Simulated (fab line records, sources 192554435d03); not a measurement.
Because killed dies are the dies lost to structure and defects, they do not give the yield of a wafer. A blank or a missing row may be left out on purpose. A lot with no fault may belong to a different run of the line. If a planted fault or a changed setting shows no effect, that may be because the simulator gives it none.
Matching of chambers | flow n5_finfet | N5_BEOL_M4_ETCH_70 on rie_diel-01: 4 sister chambers
The step etches SOC in N2/H2, target depth 80 nm, overetch 24 nm, time 130 s. 24 wafers are shown with their chamber, then 12 later ones without.

## WAFERS WITH THEIR CHAMBER
wafer  | chamber | drypump_motor_current_A (A) | showerhead_plenum_p_Torr (Torr) | rf_vpp_V (V)
L075.2 | 3       | 4.9                         | 2.70                            | 526.1
L075.4 | 0       | 4.9                         | 2.50                            | 523.7
L075.6 | 0       | 4.9                         | 2.50                            | 523.4
L076.1 | 1       | 5.3                         | 2.50                            | 522.0
L076.2 | 3       | 4.9                         | 2.70                            | 528.4
L076.5 | 2       | 6.4                         | 2.71                            | 528.6
L079.1 | 2       | 6.4                         | 2.71                            | 528.7
L079.2 | 0       | 4.9                         | 2.50                            | 522.1
L079.3 | 3       | 4.9                         | 2.70                            | 527.1
L079.4 | 3       | 4.9                         | 2.70                            | 527.5
L079.5 | 0       | 4.9                         | 2.50                            | 523.1
L079.6 | 2       | 6.4                         | 2.71                            | 528.2
L078.2 | 0       | 4.9                         | 2.50                            | 522.2
L078.4 | 3       | 4.9                         | 2.70                            | 526.7
L078.5 | 0       | 4.9                         | 2.50                            | 524.3
L084.1 | 2       | 6.4                         | 2.70                            | 528.1
L084.3 | 0       | 4.9                         | 2.50                            | 523.6
L084.6 | 1       | 5.3                         | 2.50                            | 522.5
L090.2 | 3       | 4.9                         | 2.69                            | 529.1
L090.3 | 2       | 6.4                         | 2.70                            | 526.5
L090.4 | 1       | 5.2                         | 2.49                            | 521.4
L088.1 | 1       | 5.3                         | 2.49                            | 521.9
L088.2 | 2       | 6.4                         | 2.70                            | 526.5
L088.5 | 0       | 4.9                         | 2.49                            | 523.8

SIGNATURES (averages over the wafers above)
reading                  | chamber 0 | chamber 1 | chamber 2 | chamber 3 | scatter within a chamber
drypump_motor_current_A  | 4.900     | 5.275     | 6.400     | 4.900     | 0.0194
showerhead_plenum_p_Torr | 2.4988    | 2.4950    | 2.7050    | 2.6983    | 0.00459
rf_vpp_V                 | 523.275   | 521.950   | 527.767   | 527.483   | 0.895
Rule: distance of a wafer from a chamber = root of the sum over the readings of ((wafer's reading minus chamber's mean) / reading's scatter) squared. The wafer belongs to the nearest chamber; if the next one is less than 2 further off, it can't be placed. The scatter: the root of (the sum of the squares of (reading less its chamber's mean) over the shown wafers, divided by (wafers less chambers)).

## WAFERS WITH NO CHAMBER GIVEN
wafer  | drypump_motor_current_A (A) | showerhead_plenum_p_Torr (Torr) | rf_vpp_V (V)
L091.3 | 4.9                         | 2.49                            | 524.6
L091.5 | 5.3                         | 2.49                            | 522.7
L091.6 | 5.0                         | 2.49                            | 522.7
L092.2 | 4.9                         | 2.49                            | 522.1
L092.5 | 6.4                         | 2.70                            | 528.0
L092.6 | 5.3                         | 2.49                            | 521.7
L096.1 | 5.3                         | 2.48                            | 523.9
L096.3 | 4.9                         | 2.68                            | 528.9
L096.5 | 4.9                         | 2.48                            | 523.3
L097.1 | 4.9                         | 2.48                            | 523.1
L097.2 | 4.9                         | 2.68                            | 527.4
L097.3 | 5.3                         | 2.48                            | 523.8

## WHICH CHAMBER EACH WENT THROUGH
wafer  | from the rows above | in truth
L091.3 | 0                   | 0
L091.5 | 1                   | 1
L091.6 | 0                   | 0
L092.2 | 0                   | 0
L092.5 | 2                   | 2
L092.6 | 1                   | 1
L096.1 | 1                   | 1
L096.3 | 3                   | 3
L096.5 | 0                   | 0
L097.1 | 0                   | 0
L097.2 | 3                   | 3
L097.3 | 1                   | 1
Correctly placed: 12 of 12. From these rows, 0 cannot be placed. 0 placed wrongly.
